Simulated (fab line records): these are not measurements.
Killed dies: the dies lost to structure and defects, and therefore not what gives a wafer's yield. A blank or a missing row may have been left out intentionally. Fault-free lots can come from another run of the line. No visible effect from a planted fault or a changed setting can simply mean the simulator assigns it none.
fab line records ; flow n5-finfet
[record] lots = 11; wafers = 32; last-day = 17
route steps=1938 shown BEOL_M5@1178 BEOL_M6@1209 PASSIVATION@1936
lots that met no fault: taken from a fault-free run of the same line
start-h: start of the lot's first displayed wafer, in hours after the record's first day ; wait-h: hours since the lot's step before ; " identical to the entry in the row above ; L1.1+2: a row that stands for several wafers ; - no value present, or no start provided ; * or withheld: withheld ; < > ~ a bound
route shown NAME@n: NAME is a module with steps in the file, n the number in the route of the first one ; usual: mean/standard deviation taken from wafers without a fault ; same: alike in all rows ; chamber/n: place in a boat ; sites: each site's reading ; _std_site: the standard deviation of these ; _edge_site: inner sites' mean taken away from outer sites' mean ; radius-mm: how far each site lies from the wafer's centre ; mask NAME#n: copy n ; behind: the most recent tool/chamber to have shaped the wafer ; hold: reason for holding the lot/hours on hold/outcome of the hold ; device: whichever transistor did not switch (one of n, p or np) ; end of line: at the end of the route, the tests of the same wafers ; where a step has no rows: the recipe by itself ; killed: dies lost to structure and defects at the first sort, not the wafer's yield ; map: shows each die of a wafer: x if killed, . if not, _ if none is there
set.NAME: the setting as run; set.NAME@STEP: as run at that earlier step ; model.NAME: the simulator's own value behind a step, which no gauge read
a sample of lots followed through the steps of the route, with each step as a table and each wafer as a row
services: a tool's chamber out of use, with start hour (start-h, from the record's first day; less than 0 if before it), hours out, and reason
[[steps]]
[step N5_BEOL_M5_ANNEAL_82]
[recipe] temp-c = 400; time-s = 1800; ambient = vacuum
[usual] heater-power-w = 827/62
lot.wafer;tool;chamber;start-h;wait-h;heater-power-w
L537.1;pvd-sputter-03;-;175.92;0.0;740
L537.2;pvd-sputter-03;-;175.92;0.0;846
L537.5;pvd-sputter-03;-;175.92;0.0;916
L543.4;pvd-sputter-02;-;203.85;0.0;756
L543.5;pvd-sputter-02;-;203.85;0.0;858
L543.6;pvd-sputter-02;-;203.85;0.0;756
L544.3;pvd-sputter-02;-;213.48;0.0;885
L544.4;pvd-sputter-02;-;213.48;0.0;755
L544.5;pvd-sputter-02;-;213.48;0.0;759
L547.1;pvd-sputter-01;-;225.44;0.0;789
L547.2;pvd-sputter-01;-;225.44;0.0;890
L547.6;pvd-sputter-01;-;225.44;0.0;791
L548.1;pvd-sputter-01;-;242.58;0.0;768
L548.5;pvd-sputter-01;-;242.58;0.0;890
L548.6;pvd-sputter-01;-;242.58;0.0;786
L549.2;pvd-sputter-01;-;250.97;0.0;791
L549.4;pvd-sputter-01;-;250.97;0.0;881
L550.1;pvd-sputter-01;-;256.41;0.0;766
L550.5;pvd-sputter-01;-;256.41;0.0;793
L550.6;pvd-sputter-01;-;256.41;0.0;822
L552.1;pvd-sputter-02;-;257.23;0.0;771
L552.3;pvd-sputter-02;-;257.23;0.0;752
L552.4;pvd-sputter-02;-;257.23;0.0;787
L560.1;pvd-sputter-01;-;318.79;0.0;770
L560.2;pvd-sputter-01;-;318.79;0.0;814
L560.3;pvd-sputter-01;-;318.79;0.0;880
L558.3;pvd-sputter-02;-;319.00;0.0;747
L558.5;pvd-sputter-02;-;319.00;0.0;777
L558.6;pvd-sputter-02;-;319.00;0.0;769
L559.1;pvd-sputter-03;-;324.94;0.0;963
L559.4;pvd-sputter-03;-;324.94;0.0;877
L559.6;pvd-sputter-03;-;324.94;0.0;751
[step N5_BEOL_M5_SPUTTER_83]
[recipe] material = Cu; target-thk-a = 150; temp-c = -20; chamber-pressure-pa = 0.07; power-w = withheld; time-s = 27.62
[usual] throttle-valve-pct = 30.0/0.97
lot.wafer;tool;chamber;start-h;wait-h;throttle-valve-pct
L537.1;pvd-sputter-03;-;176.93;0.5;32.2
L537.2;pvd-sputter-03;-;176.93;0.5;30.4
L537.5;pvd-sputter-03;-;176.93;0.5;29.9
L543.4;pvd-sputter-02;-;204.86;0.5;28.9
L543.5;pvd-sputter-02;-;204.86;0.5;28.9
L543.6;pvd-sputter-02;-;204.86;0.5;29.1
L544.3;pvd-sputter-02;-;214.49;0.5;28.8
L544.4;pvd-sputter-02;-;214.49;0.5;30.7
L544.5;pvd-sputter-02;-;214.49;0.5;27.8
L547.1;pvd-sputter-01;-;226.44;0.5;30.1
L547.2;pvd-sputter-01;-;226.44;0.5;30.4
L547.6;pvd-sputter-01;-;226.44;0.5;30.1
L548.1;pvd-sputter-01;-;243.59;0.5;29.5
L548.5;pvd-sputter-01;-;243.59;0.5;30.4
L548.6;pvd-sputter-01;-;243.59;0.5;29.5
L549.2;pvd-sputter-01;-;251.97;0.5;30.3
L549.4;pvd-sputter-01;-;251.97;0.5;30.4
L550.1;pvd-sputter-01;-;257.42;0.5;29.6
L550.5;pvd-sputter-01;-;257.42;0.5;30.4
L550.6;pvd-sputter-01;-;257.42;0.5;30.8
L552.1;pvd-sputter-02;-;258.24;0.5;28.6
L552.3;pvd-sputter-02;-;258.24;0.5;30.6
L552.4;pvd-sputter-02;-;258.24;0.5;27.8
L560.1;pvd-sputter-01;-;319.80;0.5;29.5
L560.2;pvd-sputter-01;-;319.80;0.5;30.9
L560.3;pvd-sputter-01;-;319.80;0.5;30.4
L558.3;pvd-sputter-02;-;320.01;0.5;30.6
L558.5;pvd-sputter-02;-;320.01;0.5;28.6
L558.6;pvd-sputter-02;-;320.01;0.5;30.7
L559.1;pvd-sputter-03;-;325.95;0.5;29.9
L559.4;pvd-sputter-03;-;325.95;0.5;30.6
L559.6;pvd-sputter-03;-;325.95;0.5;32.1
[step N5_BEOL_M5_SPUTTER_88]
[recipe] material = Cu; target-thk-a = 150; temp-c = -20; chamber-pressure-pa = 0.07; power-w = withheld; time-s = 27.62
[usual] throttle-valve-pct = 30.0/0.95
lot.wafer;tool;chamber;start-h;wait-h;throttle-valve-pct
L537.1;pvd-sputter-03;-;178.02;0.5;31.9
L537.2;pvd-sputter-03;-;178.02;0.5;30.9
L537.5;pvd-sputter-03;-;178.02;0.5;29.9
L543.4;pvd-sputter-02;-;205.95;0.5;28.8
L543.5;pvd-sputter-02;-;205.95;0.5;28.8
L543.6;pvd-sputter-02;-;205.95;0.5;28.7
L544.3;pvd-sputter-02;-;215.58;0.5;29.0
L544.4;pvd-sputter-02;-;215.58;0.5;30.6
L544.5;pvd-sputter-02;-;215.58;0.5;27.6
L547.1;pvd-sputter-01;-;227.53;0.5;30.2
L547.2;pvd-sputter-01;-;227.53;0.5;30.5
L547.6;pvd-sputter-01;-;227.53;0.5;30.3
L548.1;pvd-sputter-01;-;244.67;0.5;29.4
L548.5;pvd-sputter-01;-;244.67;0.5;30.5
L548.6;pvd-sputter-01;-;244.67;0.5;29.4
L549.2;pvd-sputter-01;-;253.06;0.5;30.3
L549.4;pvd-sputter-01;-;253.06;0.5;30.3
L550.1;pvd-sputter-01;-;258.51;0.5;29.3
L550.5;pvd-sputter-01;-;258.51;0.5;30.5
L550.6;pvd-sputter-01;-;258.51;0.5;30.6
L552.1;pvd-sputter-02;-;259.32;0.5;28.9
L552.3;pvd-sputter-02;-;259.32;0.5;30.4
L552.4;pvd-sputter-02;-;259.32;0.5;27.9
L560.1;pvd-sputter-01;-;320.98;0.5;29.5
L560.2;pvd-sputter-01;-;320.98;0.5;30.4
L560.3;pvd-sputter-01;-;320.98;0.5;30.1
L558.3;pvd-sputter-02;-;321.09;0.5;30.5
L558.5;pvd-sputter-02;-;321.09;0.5;28.8
L558.6;pvd-sputter-02;-;321.09;0.5;30.5
L559.1;pvd-sputter-03;-;327.03;0.5;30.1
L559.4;pvd-sputter-03;-;327.03;0.5;30.8
L559.6;pvd-sputter-03;-;327.03;0.5;31.8
[step N5_BEOL_M5_PRE_CLEAN_77]
[recipe] gas = NH3/H2; time-s = 15; temp-c = *; rf-power-w = 300
[usual] heater-power-w = 89/29
lot.wafer;tool;chamber;start-h;wait-h;heater-power-w
L537.1;cvd-co-02;0;179.98;0.1;138
L537.2;cvd-co-02;1;179.98;0.1;61
L537.5;cvd-co-02;1;179.98;0.1;65
L543.4;cvd-co-02;0;208.01;0.1;141
L543.5;cvd-co-02;1;208.01;0.1;62
L543.6;cvd-co-02;2;208.01;0.1;75
L544.3;cvd-co-02;2;217.50;0.0;75
L544.4;cvd-co-02;1;217.50;0.0;63
L544.5;cvd-co-02;0;217.50;0.0;142
L547.1;cvd-co-02;0;229.45;0.0;140
L547.2;cvd-co-02;1;229.45;0.0;61
L547.6;cvd-co-02;0;229.45;0.0;140
L548.1;cvd-co-02;1;246.86;0.0;65
L548.5;cvd-co-02;0;246.86;0.0;140
L548.6;cvd-co-02;1;246.86;0.0;62
L549.2;cvd-co-02;2;255.32;0.0;73
L549.4;cvd-co-02;2;255.32;0.0;75
L550.1;cvd-co-01;0;260.43;0.0;75
L550.5;cvd-co-01;1;260.43;0.0;101
L550.6;cvd-co-01;2;260.43;0.0;70
L552.1;cvd-co-02;1;261.51;0.0;62
L552.3;cvd-co-02;0;261.51;0.0;144
L552.4;cvd-co-02;2;261.51;0.0;75
L560.1;cvd-co-02;0;322.99;0.0;141
L560.2;cvd-co-02;1;322.99;0.0;65
L560.3;cvd-co-02;2;322.99;0.0;75
L558.3;cvd-co-01;2;323.02;0.0;71
L558.5;cvd-co-01;0;323.02;0.0;76
L558.6;cvd-co-01;1;323.02;0.0;99
L559.1;cvd-co-01;1;329.09;0.0;102
L559.4;cvd-co-01;2;329.09;0.0;70
L559.6;cvd-co-01;1;329.09;0.0;105
[step N5_BEOL_M5_INSPECT_58]
[recipe] inspect-instrument = darkfield; mode = post-dep
[usual] raw-defect-count = 68/24
lot.wafer;tool;chamber;start-h;wait-h;raw-defect-count
L537.1;defect-inspect-02;-;180.26;0.0;45
L537.2;defect-inspect-02;-;180.26;0.0;41
L537.5;defect-inspect-02;-;180.26;0.0;47
L543.4;defect-inspect-02;-;208.24;0.0;56
L543.5;defect-inspect-02;-;208.24;0.0;18
L543.6;defect-inspect-02;-;208.24;0.0;45
L544.3;defect-inspect-02;-;217.78;0.0;86
L544.4;defect-inspect-02;-;217.78;0.0;65
L544.5;defect-inspect-02;-;217.78;0.0;61
L547.1;defect-inspect-01;-;229.73;0.0;72
L547.2;defect-inspect-01;-;229.73;0.0;46
L547.6;defect-inspect-01;-;229.73;0.0;54
L548.1;defect-inspect-02;-;247.11;0.0;62
L548.5;defect-inspect-02;-;247.11;0.0;59
L548.6;defect-inspect-02;-;247.11;0.0;52
L549.2;defect-inspect-02;-;255.57;0.0;366
L549.4;defect-inspect-02;-;255.57;0.0;413
L550.1;defect-inspect-02;-;260.67;0.0;71
L550.5;defect-inspect-02;-;260.67;0.0;58
L550.6;defect-inspect-02;-;260.67;0.0;55
L552.1;defect-inspect-02;-;261.77;0.0;340
L552.3;defect-inspect-02;-;261.77;0.0;390
L552.4;defect-inspect-02;-;261.77;0.0;393
L560.1;defect-inspect-01;-;323.24;0.0;56
L560.2;defect-inspect-01;-;323.24;0.0;48
L560.3;defect-inspect-01;-;323.24;0.0;87
L558.3;defect-inspect-01;-;323.27;0.0;94
L558.5;defect-inspect-01;-;323.27;0.0;96
L558.6;defect-inspect-01;-;323.27;0.0;76
L559.1;defect-inspect-02;-;329.34;0.0;51
L559.4;defect-inspect-02;-;329.34;0.0;65
L559.6;defect-inspect-02;-;329.34;0.0;64
[step N5_BEOL_M6_INSPECT_13]
[recipe] mode = adi; inspect-instrument = brightfield
[usual] raw-defect-count = 418/98
lot.wafer;tool;chamber;start-h;wait-h;raw-defect-count
L537.1;defect-inspect-02;-;182.97;0.0;334
L537.2;defect-inspect-02;-;182.97;0.0;327
L537.5;defect-inspect-02;-;182.97;0.0;353
L543.4;defect-inspect-01;-;210.21;0.0;613
L543.5;defect-inspect-01;-;210.21;0.0;348
L543.6;defect-inspect-01;-;210.21;0.0;492
L544.3;defect-inspect-01;-;220.93;0.0;626
L544.4;defect-inspect-01;-;220.93;0.0;545
L544.5;defect-inspect-01;-;220.93;0.0;507
L547.1;defect-inspect-01;-;232.28;0.0;647
L547.2;defect-inspect-01;-;232.28;0.0;503
L547.6;defect-inspect-01;-;232.28;0.0;518
L548.1;defect-inspect-01;-;250.25;0.0;384
L548.5;defect-inspect-01;-;250.25;0.0;509
L548.6;defect-inspect-01;-;250.25;0.0;412
L549.2;defect-inspect-02;-;261.02;0.0;733
L549.4;defect-inspect-02;-;261.02;0.0;773
L550.1;defect-inspect-02;-;262.19;0.0;370
L550.5;defect-inspect-02;-;262.19;0.0;486
L550.6;defect-inspect-02;-;262.19;0.0;343
L552.1;defect-inspect-02;-;264.28;0.0;609
L552.3;defect-inspect-02;-;264.28;0.0;768
L552.4;defect-inspect-02;-;264.28;0.0;812
L560.1;defect-inspect-02;-;326.43;0.0;446
L560.2;defect-inspect-02;-;326.43;0.0;484
L560.3;defect-inspect-02;-;326.43;0.0;473
L558.3;defect-inspect-01;-;326.60;0.0;614
L558.5;defect-inspect-01;-;326.60;0.0;612
L558.6;defect-inspect-01;-;326.60;0.0;476
L559.1;defect-inspect-02;-;330.60;0.0;272
L559.4;defect-inspect-02;-;330.60;0.0;422
L559.6;defect-inspect-02;-;330.60;0.0;381
[step N5_BEOL_M6_INSPECT_30]
[recipe] mode = adi; inspect-instrument = brightfield
[usual] raw-defect-count = 424/96
lot.wafer;tool;chamber;start-h;wait-h;raw-defect-count
L537.1;defect-inspect-02;-;184.34;0.1;328
L537.2;defect-inspect-02;-;184.34;0.1;303
L537.5;defect-inspect-02;-;184.34;0.1;331
L543.4;defect-inspect-01;-;211.84;0.0;673
L543.5;defect-inspect-01;-;211.84;0.0;347
L543.6;defect-inspect-01;-;211.84;0.0;495
L544.3;defect-inspect-02;-;222.52;0.1;562
L544.4;defect-inspect-02;-;222.52;0.1;497
L544.5;defect-inspect-02;-;222.52;0.1;439
L547.1;defect-inspect-02;-;233.98;0.1;569
L547.2;defect-inspect-02;-;233.98;0.1;480
L547.6;defect-inspect-02;-;233.98;0.1;468
L548.1;defect-inspect-01;-;253.59;0.1;374
L548.5;defect-inspect-01;-;253.59;0.1;483
L548.6;defect-inspect-01;-;253.59;0.1;431
L550.1;defect-inspect-02;-;264.94;0.1;383
L550.5;defect-inspect-02;-;264.94;0.1;483
L550.6;defect-inspect-02;-;264.94;0.1;344
L549.2;defect-inspect-02;-;265.38;0.2;779
L549.4;defect-inspect-02;-;265.38;0.2;763
L552.1;defect-inspect-02;-;265.38;0.2;643
L552.3;defect-inspect-02;-;265.38;0.2;786
L552.4;defect-inspect-02;-;265.38;0.2;822
L560.1;defect-inspect-02;-;328.73;0.1;429
L560.2;defect-inspect-02;-;328.73;0.1;501
L560.3;defect-inspect-02;-;328.73;0.1;531
L558.3;defect-inspect-01;-;328.92;0.0;578
L558.5;defect-inspect-01;-;328.92;0.0;596
L558.6;defect-inspect-01;-;328.92;0.0;461
L559.1;defect-inspect-02;-;333.06;0.1;293
L559.4;defect-inspect-02;-;333.06;0.1;435
L559.6;defect-inspect-02;-;333.06;0.1;374
[step N5_PASSIVATION_PROBE_49]
[usual] defect-limited-yield = 91.1/1.4; killed_at_M0_to_M3 = 34/11; killed_at_M4_up = 14/5.7; killed-at-contacts = 14/6.9; killed-at-front-end = 40/11; killed-at-other = 4/3.1; killed-dies = 105/17; killed-open = 70/13; killed-short = 34/7.6; sort_bin_5_function = 5.3/0.95; sort_bin_6_memory = 3.3/0.64; sort-n-pass = 1075/17; sort-yield-pct = 91.1/1.4
[same] gross-dies = 1180; killed-at-back-side = 0; sort_bin_4_leakage[%] = 0; sort_bin_8_speed[%] = 0
lot.wafer;tool;chamber;start-h;wait-h;defect-limited-yield[%];killed_at_M0_to_M3;killed_at_M4_up;killed-at-contacts;killed-at-front-end;killed-at-other;killed-dies;killed-open;killed-short;sort_bin_5_function[%];sort_bin_6_memory[%];sort-n-pass;sort-yield-pct[%]
L548.1;prober-01;-;343.49;0.0;91.3;23;6;20;52;2;103;71;32;5.1;3.6;1077;91.3
L548.5;prober-01;-;343.69;0.2;91.3;47;9;18;24;5;103;66;36;4.6;3.9;1077;91.3
L548.6;prober-01;-;343.74;0.3;90.6;22;12;14;55;8;111;72;39;5.6;3.5;1069;90.6
L550.1;prober-01;-;348.40;0.2;93.1;30;11;9;31;0;81;55;26;4.4;2.3;1099;93.1
L550.5;prober-01;-;348.60;0.4;90.3;52;5;18;37;2;114;73;41;5.8;3.6;1066;90.3
L550.6;prober-01;-;348.65;0.5;93.5;25;22;11;19;0;77;56;21;4.3;2.0;1103;93.5
L552.1;prober-01;-;358.83;0.0;83.7;33;108;12;39;0;192;69;35;9.8;4.9;988;83.7
L552.3;prober-01;-;358.93;0.1;85.5;30;111;4;23;3;171;41;26;10.1;3.2;1009;85.5
L552.4;prober-01;-;358.98;0.2;85.8;22;115;6;23;1;167;44;23;9.4;3.5;1013;85.8
L549.2;prober-01;-;362.16;0.1;84.2;32;108;13;33;0;186;61;25;9.9;4.3;994;84.2
L549.4;prober-01;-;362.26;0.2;83.5;47;108;8;30;2;195;70;30;10.9;4.0;985;83.5
L560.1;prober-02;-;410.95;0.0;92.2;28;15;13;36;0;92;61;29;4.5;3.0;1088;92.2
L560.2;prober-02;-;411.00;0.1;89.9;38;24;21;35;1;119;78;38;5.7;3.8;1061;89.9
L560.3;prober-02;-;411.05;0.1;89.5;33;10;14;66;1;124;85;38;5.8;4.4;1056;89.5
// killed by level:class
L548.1 MOL_CONTACT_COAG:geometric-particle:open=13 BEOL_M3:geometric-particle:open=9 FIN_SAQP:geometric-particle:open=8 SPACER0:geometric-particle:open=8 MOL_CONTACT_COAG:geometric-particle:short=7 BEOL_M1:geometric-particle:open=6 GATE_CUT:geometric-particle:short=6 GATE_CUT:geometric-particle:open=6
L548.5 MOL_CONTACT_COAG:geometric-particle:open=15 BEOL_M2:geometric-particle:open=10 BEOL_M0_SAQP:geometric-particle:short=9 BEOL_M0_SAQP:geometric-particle:open=8 BEOL_M3:geometric-particle:open=8 BEOL_M4:geometric-particle:open=6 SPACER0:geometric-particle:short=4 GATE_CUT:geometric-particle:short=4
L548.6 FIN_SAQP:geometric-particle:open=16 GATE_CUT:geometric-particle:short=14 MOL_CONTACT_COAG:geometric-particle:open=13 DUMMY_GATE:geometric-particle:open=7 FIN_SAQP:geometric-particle:short=6 BEOL_M0_SAQP:geometric-particle:short=6 BEOL_M4:geometric-particle:open=6 BEOL_M1:geometric-particle:open=5
L550.1 STI_FIN_REVEAL:geometric-particle:open=12 BEOL_M3:geometric-particle:open=9 BEOL_M0_SAQP:geometric-particle:short=7 MOL_CONTACT_COAG:geometric-particle:open=6 BEOL_M0_SAQP:geometric-particle:open=4 BEOL_M0:geometric-particle:open=4 BEOL_M4:geometric-particle:open=4 STI_FIN_REVEAL:geometric-particle:short=3
L550.5 BEOL_M1:geometric-particle:open=16 BEOL_M0_SAQP:geometric-particle:short=14 MOL_CONTACT_COAG:geometric-particle:open=13 STI_FIN_REVEAL:geometric-particle:open=11 BEOL_M0_SAQP:geometric-particle:open=11 FIN_SAQP:geometric-particle:short=7 FIN_SAQP:geometric-particle:open=5 MOL_CONTACT_COAG:geometric-particle:short=5
L550.6 BEOL_M0_SAQP:geometric-particle:open=8 STI_FIN_REVEAL:geometric-particle:open=6 MOL_CONTACT_COAG:geometric-particle:open=6 BEOL_M5:geometric-particle:open=6 MOL_CONTACT_COAG:geometric-particle:short=5 BEOL_M0_SAQP:geometric-particle:short=5 BEOL_M4:geometric-particle:open=5 BEOL_M6:geometric-particle:open=5
L552.1 BEOL_M5:unspecified=88 FIN_SAQP:geometric-particle:short=10 BEOL_M4:geometric-particle:open=10 MOL_CONTACT_COAG:geometric-particle:open=10 BEOL_M0_SAQP:geometric-particle:open=10 BEOL_M0_SAQP:geometric-particle:short=9 FIN_SAQP:geometric-particle:open=6 STI_FIN_REVEAL:geometric-particle:open=6
L552.3 BEOL_M5:unspecified=103 BEOL_M1:geometric-particle:open=9 FIN_SAQP:geometric-particle:short=5 BEOL_M0_SAQP:geometric-particle:short=5 BEOL_M2:geometric-particle:open=5 STI_FIN_REVEAL:geometric-particle:open=3 ILD0:geometric-particle:short=3 MOL_CONTACT_COAG:geometric-particle:open=3
L552.4 BEOL_M5:unspecified=100 BEOL_M4:geometric-particle:open=10 STI_FIN_REVEAL:geometric-particle:open=8 BEOL_M0_SAQP:geometric-particle:short=7 MOL_CONTACT_COAG:geometric-particle:open=6 BEOL_M2:geometric-particle:open=6 BEOL_M0_SAQP:geometric-particle:open=5 FIN_SAQP:geometric-particle:open=4
L549.2 BEOL_M5:unspecified=98 BEOL_M3:geometric-particle:open=11 STI_FIN_REVEAL:geometric-particle:open=9 MOL_CONTACT_COAG:geometric-particle:open=9 BEOL_M0_SAQP:geometric-particle:open=5 BEOL_M2:geometric-particle:open=5 FIN_SAQP:geometric-particle:short=4 MOL_CONTACT_COAG:geometric-particle:short=4
L549.4 BEOL_M5:unspecified=95 BEOL_M2:geometric-particle:open=24 BEOL_M4:geometric-particle:open=10 FIN_SAQP:geometric-particle:short=9 BEOL_M0_SAQP:geometric-particle:open=8 MOL_CONTACT_COAG:geometric-particle:open=7 DUMMY_GATE:geometric-particle:open=4 GATE_CUT:geometric-particle:short=4
L560.1 MOL_CONTACT_COAG:geometric-particle:open=11 FIN_SAQP:geometric-particle:open=9 BEOL_M1:geometric-particle:open=9 BEOL_M4:geometric-particle:open=6 FIN_SAQP:geometric-particle:short=5 GATE_CUT:geometric-particle:short=5 STI_FIN_REVEAL:geometric-particle:open=4 DUMMY_GATE:geometric-particle:open=4
L560.2 MOL_CONTACT_COAG:geometric-particle:open=14 BEOL_M0_SAQP:geometric-particle:open=11 BEOL_M4:geometric-particle:open=11 FIN_SAQP:geometric-particle:short=9 FIN_SAQP:geometric-particle:open=8 BEOL_M0_SAQP:geometric-particle:short=8 MOL_CONTACT_COAG:geometric-particle:short=7 BEOL_M3:geometric-particle:open=7
L560.3 STI_FIN_REVEAL:geometric-particle:open=27 MOL_CONTACT_COAG:geometric-particle:open=13 FIN_SAQP:geometric-particle:short=11 FIN_SAQP:geometric-particle:open=9 STI_FIN_REVEAL:geometric-particle:short=9 BEOL_M2:geometric-particle:open=7 BEOL_M3:geometric-particle:open=6 BEOL_M0_SAQP:geometric-particle:open=4
[[services]]
tool;chamber;start-h;hours;kind
cvd-co-01;-;153.44;0.8;repair
cvd-co-01;-;169.30;0.6;repair
cvd-co-02;-;208.14;2.8;pm
pvd-sputter-03;-;235.09;39.9;repair
cvd-co-02;-;236.69;1.0;repair
cvd-co-01;-;297.40;6.9;pm
[[key]]
[first-sign] step = N5_BEOL_M5_INSPECT_58; reading = raw-defect-count; direction = up; sigmas = 13; usual = 68; struck = 380
[effect] step = N5_BEOL_M6_INSPECT_13; reading = raw-defect-count; direction = up; sigmas = 3.3; usual = 418; struck = 739
[effect] step = N5_BEOL_M6_INSPECT_30; reading = raw-defect-count; direction = up; sigmas = 3.5; usual = 424; struck = 759
[effect] step = N5_PASSIVATION_PROBE_49; reading = killed_at_M4_up; direction = up; sigmas = 17; usual = 14; struck = 110
[more-kills-born-at] N5_BEOL_M5_PRE_CLEAN_77@cvd-co-02 = 484
met-at N5_BEOL_M5_PRE_CLEAN_77
struck-lots L549,L552
not-acting-at N5_BEOL_M5_ANNEAL_82,N5_BEOL_M5_SPUTTER_83,N5_BEOL_M5_SPUTTER_88
onset-between 246.86 255.32
[fault] kind = chamber-particle-source; tool = cvd-co-02; chamber = -; onset-h = 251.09; steps = N5_BEOL_M5_PRE_CLEAN_77; rate-per-visit-cm2 = 0.46949; end-h = 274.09
